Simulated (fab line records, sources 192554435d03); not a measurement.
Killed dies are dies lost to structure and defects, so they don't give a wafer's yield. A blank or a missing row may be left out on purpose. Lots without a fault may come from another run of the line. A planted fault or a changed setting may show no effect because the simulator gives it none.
Chamber matching | flow n5_finfet | N5_PASSIVATION_PECVD_00 on pecvd-01: 3 sister chambers
The step deposits SiO2 from SiH4/N2O, target thk 200 nm, time 11.2 s. 3 wafers are shown with their chamber, then 10 later ones without.

WAFERS WITH THEIR CHAMBER
wafer  | chamber | throttle_valve_pct (%)
L079.6 | 1       | 58
L078.1 | 0       | 52
L078.3 | 2       | 47

WAFERS WITHOUT THEIR CHAMBER
wafer  | throttle_valve_pct (%)
L078.6 | 57
L091.1 | 53
L091.3 | 58
L091.4 | 47
L092.2 | 58
L092.4 | 52
L092.6 | 58
L096.2 | 53
L096.3 | 47
L096.4 | 48

WHICH CHAMBER EACH WENT THROUGH
wafer  | from the rows above | in truth
L078.6 | 1                   | 1
L091.1 | 0                   | 0
L091.3 | 1                   | 1
L091.4 | 2                   | 2
L092.2 | 1                   | 1
L092.4 | 0                   | 0
L092.6 | 1                   | 1
L096.2 | 0                   | 0
L096.3 | 2                   | 2
L096.4 | 2                   | 2
Placed correctly: 10 of 10. Can't be placed from these rows: 0. Placed wrongly: 0.
How it was worked out, from the rows above alone: a wafer's distance from a chamber is the root of the sum, over the readings, of the square of ((its reading less the chamber's mean) divided by the reading's scatter). The wafer belongs to the nearest chamber; if the next one is less than 2 further off, it can't be placed. A chamber's mean is the mean of its shown wafers. The scatter: with one shown wafer a chamber, the root of the mean of the squares of how far each hidden wafer lies from its nearest shown one.
